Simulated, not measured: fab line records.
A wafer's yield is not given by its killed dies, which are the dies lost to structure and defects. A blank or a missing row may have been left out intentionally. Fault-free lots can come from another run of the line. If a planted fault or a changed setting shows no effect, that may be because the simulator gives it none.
The tool behind it: which one? :: flow nand harc :: 24 lots, 72 wafers sampled, at 3 steps of a route of 1302

== WHAT THE GAUGES SHOWED, per wafer ==
NHARC_P_BONDPAD_CD_MEAS_09: target cd 500 nm.
lot: L074
measured: day 6 13:28
on: cd sem-02
cd nm (nm): 497.3 500.7 498.4

lot: L075
measured: day 7 02:19
on: cd sem-02
cd nm (nm): 495.7 496.3 498.3

lot: L076
measured: day 7 07:35
on: cd sem-02
cd nm (nm): 502.0 500.9 502.0

lot: L077
measured: day 7 19:38
on: cd sem-01
cd nm (nm): 497.9 500.8 498.2

lot: L078
measured: day 8 07:11
on: cd sem-03
cd nm (nm): 499.9 499.6 498.8

lot: L079
measured: day 8 14:40
on: cd sem-02
cd nm (nm): 499.4 499.2 495.7

lot: L080
measured: day 9 03:47
on: cd sem-02
cd nm (nm): 499.0 498.7 498.6

lot: L081
measured: day 9 17:45
on: cd sem-02
cd nm (nm): 498.0 499.1 500.3

lot: L082
measured: day 9 23:43
on: cd sem-03
cd nm (nm): 498.5 495.4 500.2

lot: L083
measured: day 10 14:13
on: cd sem-03
cd nm (nm): 500.1 501.7 500.6

lot: L084
measured: day 11 01:45
on: cd sem-03
cd nm (nm): 498.7 499.3 498.2

lot: L085
measured: day 11 16:34
on: cd sem-02
cd nm (nm): 496.7 500.6 500.4

lot: L086
measured: day 11 17:23
on: cd sem-02
cd nm (nm): 499.2 499.2 498.3

lot: L089
measured: day 12 15:19
on: cd sem-02
cd nm (nm): 498.9 496.6 497.9

lot: L087
measured: day 12 16:06
on: cd sem-02
cd nm (nm): 498.0 495.1 495.0

lot: L088
measured: day 12 17:52
on: cd sem-02
cd nm (nm): 500.4 499.2 499.1

lot: L090
measured: day 13 11:14
on: cd sem-01
cd nm (nm): 501.4 501.3 499.5

lot: L091
measured: day 13 19:49
on: cd sem-02
cd nm (nm): 499.3 499.4 499.6

lot: L092
measured: day 14 05:57
on: cd sem-01
cd nm (nm): 496.4 500.5 496.4

lot: L093
measured: day 14 14:55
on: cd sem-01
cd nm (nm): 499.4 498.2 499.2

lot: L094
measured: day 15 01:20
on: cd sem-01
cd nm (nm): 498.1 496.6 497.0

lot: L095
measured: day 15 15:22
on: cd sem-03
cd nm (nm): 499.4 498.2 498.3

lot: L096
measured: day 16 00:21
on: cd sem-02
cd nm (nm): 500.5 498.0 496.8

lot: L097
measured: day 16 03:21
on: cd sem-02
cd nm (nm): 499.5 499.1 497.8

NHARC_P_BONDPAD_OVL_MEAS_38.
lot: L074
measured: day 6 13:33
on: overlay-01
overlay x nm (nm): -6 -6 -6
overlay y nm (nm): -2 -3 -2

lot: L075
measured: day 7 02:25
on: overlay-02
overlay x nm (nm): 6 7 6
overlay y nm (nm): 5 4 4

lot: L076
measured: day 7 07:41
on: overlay-02
overlay x nm (nm): 11 10 11
overlay y nm (nm): -20 -20 -20

lot: L077
measured: day 7 19:43
on: overlay-01
overlay x nm (nm): 7 8 7
overlay y nm (nm): 1 1 0

lot: L078
measured: day 8 07:16
on: overlay-02
overlay x nm (nm): -2 -1 -2
overlay y nm (nm): -3 -2 -2

lot: L079
measured: day 8 14:46
on: overlay-02
overlay x nm (nm): 8 8 8
overlay y nm (nm): -10 -10 -10

lot: L080
measured: day 9 03:52
on: overlay-02
overlay x nm (nm): -2 -2 -2
overlay y nm (nm): -6 -6 -7

lot: L081
measured: day 9 17:50
on: overlay-02
overlay x nm (nm): -1 -1 0
overlay y nm (nm): 1 1 0

lot: L082
measured: day 9 23:48
on: overlay-01
overlay x nm (nm): 6 5 6
overlay y nm (nm): 8 8 9

lot: L083
measured: day 10 14:19
on: overlay-01
overlay x nm (nm): 13 13 13
overlay y nm (nm): -3 -3 -3

lot: L084
measured: day 11 01:50
on: overlay-01
overlay x nm (nm): 4 4 3
overlay y nm (nm): 4 4 4

lot: L085
measured: day 11 16:39
on: overlay-02
overlay x nm (nm): -2 -2 -1
overlay y nm (nm): 2 2 2

lot: L086
measured: day 11 17:28
on: overlay-01
overlay x nm (nm): 2 2 2
overlay y nm (nm): 7 7 7

lot: L089
measured: day 12 15:24
on: overlay-02
overlay x nm (nm): 7 7 7
overlay y nm (nm): 2 2 1

lot: L087
measured: day 12 16:11
on: overlay-02
overlay x nm (nm): 7 8 8
overlay y nm (nm): 5 5 5

lot: L088
measured: day 12 17:57
on: overlay-02
overlay x nm (nm): -1 0 0
overlay y nm (nm): 0 -1 0

lot: L090
measured: day 13 11:19
on: overlay-01
overlay x nm (nm): -3 -3 -4
overlay y nm (nm): 1 0 1

lot: L091
measured: day 13 19:54
on: overlay-02
overlay x nm (nm): 6 6 6
overlay y nm (nm): -3 -3 -3

lot: L092
measured: day 14 06:02
on: overlay-02
overlay x nm (nm): 0 0 0
overlay y nm (nm): -4 -4 -3

lot: L093
measured: day 14 15:01
on: overlay-01
overlay x nm (nm): 9 8 8
overlay y nm (nm): 6 6 7

lot: L094
measured: day 15 01:25
on: overlay-01
overlay x nm (nm): -13 -14 -13
overlay y nm (nm): 3 3 3

lot: L095
measured: day 15 15:28
on: overlay-02
overlay x nm (nm): 0 -1 0
overlay y nm (nm): 11 11 11

lot: L096
measured: day 16 00:26
on: overlay-01
overlay x nm (nm): 0 0 0
overlay y nm (nm): -9 -9 -10

lot: L097
measured: day 16 03:26
on: overlay-02
overlay x nm (nm): 4 4 4
overlay y nm (nm): 1 2 1

== WHICH TOOL RAN EACH LOT (tool, then ch and the chambers of the sampled wafers, then the start) ==
lot: L074
NHARC_P_M2_DEGAS_29: pvd sputter-03, day 6 10:05

lot: L075
NHARC_P_M2_DEGAS_29: pvd sputter-02, day 6 23:08

lot: L076
NHARC_P_M2_DEGAS_29: pvd sputter-03, day 7 04:16

lot: L077
NHARC_P_M2_DEGAS_29: pvd sputter-03, day 7 16:19

lot: L078
NHARC_P_M2_DEGAS_29: pvd sputter-02, day 8 03:51

lot: L079
NHARC_P_M2_DEGAS_29: pvd sputter-01, day 8 11:28

lot: L080
NHARC_P_M2_DEGAS_29: pvd sputter-01, day 9 00:26

lot: L081
NHARC_P_M2_DEGAS_29: pvd sputter-01, day 9 14:32

lot: L082
NHARC_P_M2_DEGAS_29: pvd sputter-02, day 9 20:31

lot: L083
NHARC_P_M2_DEGAS_29: pvd sputter-03, day 10 10:51

lot: L084
NHARC_P_M2_DEGAS_29: pvd sputter-01, day 10 22:16

lot: L085
NHARC_P_M2_DEGAS_29: pvd sputter-01, day 11 12:55

lot: L086
NHARC_P_M2_DEGAS_29: pvd sputter-03, day 11 14:04

lot: L089
NHARC_P_M2_DEGAS_29: pvd sputter-03, day 12 11:59

lot: L087
NHARC_P_M2_DEGAS_29: pvd sputter-02, day 12 12:45

lot: L088
NHARC_P_M2_DEGAS_29: pvd sputter-03, day 12 14:41

lot: L090
NHARC_P_M2_DEGAS_29: pvd sputter-01, day 13 07:48

lot: L091
NHARC_P_M2_DEGAS_29: pvd sputter-02, day 13 16:28

lot: L092
NHARC_P_M2_DEGAS_29: pvd sputter-02, day 14 02:44

lot: L093
NHARC_P_M2_DEGAS_29: pvd sputter-03, day 14 11:35

lot: L094
NHARC_P_M2_DEGAS_29: pvd sputter-03, day 14 22:07

lot: L095
NHARC_P_M2_DEGAS_29: pvd sputter-03, day 15 11:53

lot: L096
NHARC_P_M2_DEGAS_29: pvd sputter-01, day 15 20:49

lot: L097
NHARC_P_M2_DEGAS_29: pvd sputter-02, day 15 23:44
- NHARC_P_M2_DEGAS_29: time 60 s.

== WHAT THE TOOLS THEMSELVES READ (means of the sampled wafers that have a number; where no wafer has one, the mark that the record gives instead) ==
NHARC_P_M2_DEGAS_29.
lot: L074
tool: pvd sputter-03
heater power w (W): 314

lot: L075
tool: pvd sputter-02
heater power w (W): 341

lot: L076
tool: pvd sputter-03
heater power w (W): 315

lot: L077
tool: pvd sputter-03
heater power w (W): 288

lot: L078
tool: pvd sputter-02
heater power w (W): 318

lot: L079
tool: pvd sputter-01
heater power w (W): 357

lot: L080
tool: pvd sputter-01
heater power w (W): 337

lot: L081
tool: pvd sputter-01
heater power w (W): 344

lot: L082
tool: pvd sputter-02
heater power w (W): 316

lot: L083
tool: pvd sputter-03
heater power w (W): 319

lot: L084
tool: pvd sputter-01
heater power w (W): 326

lot: L085
tool: pvd sputter-01
heater power w (W): 346

lot: L086
tool: pvd sputter-03
heater power w (W): 295

lot: L089
tool: pvd sputter-03
heater power w (W): 294

lot: L087
tool: pvd sputter-02
heater power w (W): 308

lot: L088
tool: pvd sputter-03
heater power w (W): 320

lot: L090
tool: pvd sputter-01
heater power w (W): 350

lot: L091
tool: pvd sputter-02
heater power w (W): 323

lot: L092
tool: pvd sputter-02
heater power w (W): 328

lot: L093
tool: pvd sputter-03
heater power w (W): 316

lot: L094
tool: pvd sputter-03
heater power w (W): 287

lot: L095
tool: pvd sputter-03
heater power w (W): 296

lot: L096
tool: pvd sputter-01
heater power w (W): 327

lot: L097
tool: pvd sputter-02
heater power w (W): 344

== THE ANSWER, worked out from the rows above alone ==
Rule: the lots themselves supply what counts as usual. The widest of any qualifying gaps counts: lots, ordered by their means at a reading, are off when they make up no more than a third of the lots, leave a main group of 4 or more, and stand apart from it by 3 or more times the standard deviation of that group's means. A main group whose means are all the same, to the digits that the tables above print for the reading, isn't used. A lot without any number at a reading at which 4 lots or more have one is off too. Where the step has rows for the other lots, those lots are counted as sound. First the gauges in route order, then the tools' own readings, where a lot's mean is used as printed above. At the first step where some lot is off, the reading lying furthest off is the one used; lots without a number count as furthest.
Nothing can be told from this: no lot is off at any reading shown.

== WHAT HAD BEEN PUT IN BY THE SIMULATOR ==
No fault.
